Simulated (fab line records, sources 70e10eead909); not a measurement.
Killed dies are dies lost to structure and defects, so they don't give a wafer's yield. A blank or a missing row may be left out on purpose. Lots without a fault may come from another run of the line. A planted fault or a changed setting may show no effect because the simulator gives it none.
Which tool did it? | flow nand_harc | 12 lots, 36 wafers sampled, at 5 steps of a route of 1159

WHAT THE GAUGES READ, wafer by wafer
NHARC_A_CONTACT_OVL_MEAS_70. Usual: overlay_x_nm 0.1 nm, standard deviation 1; overlay_y_nm -0.2 nm, standard deviation 1.
lot  | measured     | on         | overlay_x_nm (nm) | overlay_y_nm (nm) | flag
L425 | day 16 11:59 | overlay-01 | -0.8 -1.4 -1.3    | -1.2 -1.3 -1.4    |
L428 | day 17 02:41 | overlay-01 | 1.2 0.6 1.5       | -0.1 0.0 0.1      |
L432 | day 18 07:32 | overlay-01 | 1.0 0.2 1.0       | 0.0 -0.1 0.3      |
L433 | day 18 09:16 | overlay-02 | -2.1 -2.5 -2.6    | -0.1 0.1 0.2      |
L436 | day 18 19:40 | overlay-02 | 1.0 0.5 1.0       | 1.3 1.1 1.4       |
L434 | day 18 19:58 | overlay-02 | 1.4 1.8 0.8       | 0.8 0.3 -0.2      |
L441 | day 20 17:15 | overlay-01 | 0.5 0.3 0.1       | -2.1 -1.9 -2.2    |
L442 | day 20 18:17 | overlay-01 | -0.5 -0.6 -0.5    | -1.9 -2.0 -2.4    |
L444 | day 21 04:34 | overlay-02 | 0.4 -0.2 0.0      | -0.7 -1.0 -0.8    |
L443 | day 21 06:17 | overlay-02 | 0.3 0.3 0.7       | 0.9 1.1 0.9       |
L446 | day 21 16:25 | overlay-01 | 1.2 1.4 0.9       | 0.7 1.0 1.1       |
L447 | day 22 21:41 | overlay-01 | -1.1 -1.6 -1.0    | 0.7 1.2 1.1       |

NHARC_END_SORT_01. Usual: killed_at_array 27, standard deviation 12; killed_at_other 0.8, standard deviation 1; killed_at_periphery 4.0, standard deviation 2.5; killed_dies 32, standard deviation 11; killed_open 3.3, standard deviation 1.8; killed_short 2.0, standard deviation 1.5.
lot  | measured     | on        | killed_at_array | killed_at_other | killed_at_periphery | killed_dies | killed_open | killed_short | flag
L432 | day 20 16:56 | prober-01 | 672 676 670     | 2 1 2           | 3 0 5               | 677 677 677 | 3 1 2       | 3 0 4        | OFF
L433 | day 20 21:56 | prober-02 | 670 668 667     | 3 2 0           | 4 7 10              | 677 677 677 | 5 2 2       | 1 0 2        | OFF
L436 | day 21 09:26 | prober-01 | 676 669 670     | 0 0 0           | 1 8 7               | 677 677 677 | 1 4 9       | 2 1 3        | OFF

WHICH TOOL RAN EACH LOT (tool, then ch and the chambers of the sampled wafers, then the start)
lot  | NHARC_A_CONTACT_ETCH_76            | NHARC_A_CONTACT_ETCH_124             | NHARC_A_CONTACT_ETCH_130
L425 | rie_diel-05 ch 2,3, day 16 12:15   | har_cap_etch-01 ch 1, day 16 13:23   | har_cap_etch-01 ch 1, day 16 14:17
L428 | rie_diel-08 ch 0,1, day 17 03:00   | har_cap_etch-02 ch 0,1, day 17 03:57 | har_cap_etch-02 ch 0,1, day 17 04:50
L432 | rie_diel-08 ch 0,2, day 18 07:49   | har_cap_etch-03 ch 0,1, day 18 08:47 | har_cap_etch-03 ch 0,1, day 18 09:41
L433 | rie_diel-08 ch 2,3, day 18 09:33   | har_cap_etch-02 ch 0,1, day 18 10:34 | har_cap_etch-02 ch 0,1, day 18 11:28
L436 | rie_diel-07 ch 0,1,2, day 18 19:56 | har_cap_etch-02 ch 0,1, day 18 20:53 | har_cap_etch-02 ch 0,1, day 18 21:48
L434 | rie_diel-08 ch 0,1,3, day 18 20:21 | har_cap_etch-01 ch 0,1, day 18 21:11 | har_cap_etch-01 ch 0,1, day 18 22:06
L441 | rie_diel-08 ch 2,3, day 20 17:31   | har_cap_etch-02 ch 0,1, day 20 18:30 | har_cap_etch-02 ch 0,1, day 20 19:24
L442 | rie_diel-08 ch 0,1,2, day 20 18:33 | har_cap_etch-01 ch 0,1, day 20 19:32 | har_cap_etch-01 ch 0,1, day 20 20:25
L444 | rie_diel-07 ch 1,2,3, day 21 04:52 | har_cap_etch-01 ch 0,1, day 21 05:48 | har_cap_etch-01 ch 0,1, day 21 06:41
L443 | rie_diel-05 ch 0,1,2, day 21 06:48 | har_cap_etch-02 ch 0,1, day 21 07:41 | har_cap_etch-02 ch 0,1, day 21 08:36
L446 | rie_diel-05 ch 0,1,2, day 21 17:10 | har_cap_etch-01 ch 0,1, day 21 18:08 | har_cap_etch-01 ch 0,1, day 21 19:02
L447 | rie_diel-08 ch 0,1,2, day 22 21:58 | har_cap_etch-01 ch 0,1, day 22 22:57 | har_cap_etch-01 ch 0,1, day 22 23:51
- NHARC_A_CONTACT_ETCH_76: etches the open film in N2/H2, target depth 260 nm, time 475.3 s.
- NHARC_A_CONTACT_ETCH_124: etches the open film in C4F8/O2/Ar, time 140 s, target depth 700 nm.
- NHARC_A_CONTACT_ETCH_130: etches the open film in C4F8/O2/Ar, time 155 s, target depth 956 nm.

WHAT THE TOOLS THEMSELVES READ (means of the sampled wafers that have a number; where no wafer has one, the mark that the record gives instead)
NHARC_A_CONTACT_ETCH_76. Usual: bias_w 150.0 W, standard deviation 0.41; chamber_pressure_mTorr 29.998 mTorr, standard deviation 0.03; drypump_motor_current_A 5.7 A, standard deviation 0.54; oes_product_au 1.000 a.u., standard deviation 0.01; rf_fwd_power_W 399.6 W, standard deviation 1.3; rf_vpp_V 430.2 V, standard deviation 2.5; showerhead_plenum_p_Torr 2.03 Torr, standard deviation 0.085; throttle_valve_pct 14.171 %, standard deviation 0.0088.
lot  | tool        | bias_w (W) | chamber_pressure_mTorr (mTorr) | drypump_motor_current_A (A) | oes_product_au (a.u.) | rf_fwd_power_W (W) | rf_vpp_V (V) | showerhead_plenum_p_Torr (Torr) | throttle_valve_pct (%) | flag
L425 | rie_diel-05 | 150.3      | 29.988                         | 5.5                         | 1.007                 | 399.8              | 432.7        | 2.14                            | 14.170                 |
L428 | rie_diel-08 | 150.6      | 30.005                         | 5.9                         | 1.014                 | 399.8              | 430.0        | 2.02                            | 14.168                 |
L432 | rie_diel-08 | -          | -                              | -                           | -                     | -                  | -            | -                               | -                      | OFF
L433 | rie_diel-08 | -          | -                              | -                           | -                     | -                  | -            | -                               | -                      | OFF
L436 | rie_diel-07 | -          | -                              | -                           | -                     | -                  | -            | -                               | -                      | OFF
L434 | rie_diel-08 | 149.6      | 30.018                         | 5.8                         | 1.004                 | 400.1              | 428.9        | 1.98                            | 14.172                 |
L441 | rie_diel-08 | 150.1      | 29.988                         | 5.8                         | 1.001                 | 401.4              | 428.4        | 1.98                            | 14.165                 |
L442 | rie_diel-08 | 149.8      | 30.015                         | 6.1                         | 1.006                 | 400.4              | 429.7        | 2.00                            | 14.177                 |
L444 | rie_diel-07 | 150.2      | 30.017                         | 5.5                         | 0.998                 | 400.2              | 430.2        | 2.03                            | 14.178                 |
L443 | rie_diel-05 | 149.9      | 30.021                         | 5.9                         | 1.005                 | 400.2              | 433.3        | 2.12                            | 14.173                 |
L446 | rie_diel-05 | 149.9      | 29.981                         | 5.9                         | 1.003                 | 399.7              | 432.5        | 2.12                            | 14.168                 |
L447 | rie_diel-08 | 150.0      | 30.015                         | 6.1                         | 0.988                 | 399.9              | 429.4        | 2.00                            | 14.170                 |

NHARC_A_CONTACT_ETCH_124. Usual: chamber_pressure_mTorr 19.997 mTorr, standard deviation 0.019; oes_air_line_au 0.999 a.u., standard deviation 0.021.
lot  | tool            | chamber_pressure_mTorr (mTorr) | oes_air_line_au (a.u.) | flag
L425 | har_cap_etch-01 | 19.990                         | 1.014                  |
L428 | har_cap_etch-02 | 20.008                         | 1.008                  |
L432 | har_cap_etch-03 | 19.979                         | 1.004                  |
L433 | har_cap_etch-02 | 20.009                         | 0.974                  |
L436 | har_cap_etch-02 | 20.007                         | 1.022                  |
L434 | har_cap_etch-01 | 19.995                         | 1.000                  |
L441 | har_cap_etch-02 | 20.010                         | 1.024                  |
L442 | har_cap_etch-01 | 19.980                         | 1.001                  |
L444 | har_cap_etch-01 | 19.996                         | 0.987                  |
L443 | har_cap_etch-02 | 20.014                         | 1.003                  |
L446 | har_cap_etch-01 | 19.992                         | 1.006                  |
L447 | har_cap_etch-01 | 20.016                         | 0.998                  |

NHARC_A_CONTACT_ETCH_130. Usual: chamber_pressure_mTorr 19.998 mTorr, standard deviation 0.019; oes_air_line_au 0.997 a.u., standard deviation 0.021.
lot  | tool            | chamber_pressure_mTorr (mTorr) | oes_air_line_au (a.u.) | flag
L425 | har_cap_etch-01 | 20.001                         | 0.995                  |
L428 | har_cap_etch-02 | 20.005                         | 1.009                  |
L432 | har_cap_etch-03 | 20.000                         | 1.002                  |
L433 | har_cap_etch-02 | 20.008                         | 0.979                  |
L436 | har_cap_etch-02 | 20.019                         | 1.008                  |
L434 | har_cap_etch-01 | 20.000                         | 1.014                  |
L441 | har_cap_etch-02 | 19.999                         | 1.021                  |
L442 | har_cap_etch-01 | 20.005                         | 0.995                  |
L444 | har_cap_etch-01 | 19.998                         | 0.984                  |
L443 | har_cap_etch-02 | 20.009                         | 0.959                  |
L446 | har_cap_etch-01 | 19.990                         | 0.987                  |
L447 | har_cap_etch-01 | 19.984                         | 1.001                  |

THE ANSWER, worked out from the rows above alone
Rule: a lot is off if the mean of its wafers that have a number lies more than 3 standard deviations from the usual mean. A lot without any number at a reading at which 4 lots or more have one is off too. The other lots that the step has rows for count as sound. The gauges are gone through in route order, then the tools' own readings, and for those a lot's mean is taken as printed above. The first step at which some lot is off is used, and at that step the reading that is off furthest; a lot without a number counts as furthest.
Off: L432, L433, L436, at NHARC_END_SORT_01 (killed_dies). Neither off nor sound, because the step has no rows for them: L425, L428, L434, L441, L442, L444, L443, L446, L447.
A tool fits if, at a process step before that reading, it ran every lot that is off, and no sound lot after the first of them. The gauges at NHARC_END_SORT_01 aren't tried: what is off there is off at NHARC_A_CONTACT_ETCH_76 too, on other tools, and a gauge's error can't cause that. None of those tried fits.

WHAT THE SIMULATOR HAD PUT IN
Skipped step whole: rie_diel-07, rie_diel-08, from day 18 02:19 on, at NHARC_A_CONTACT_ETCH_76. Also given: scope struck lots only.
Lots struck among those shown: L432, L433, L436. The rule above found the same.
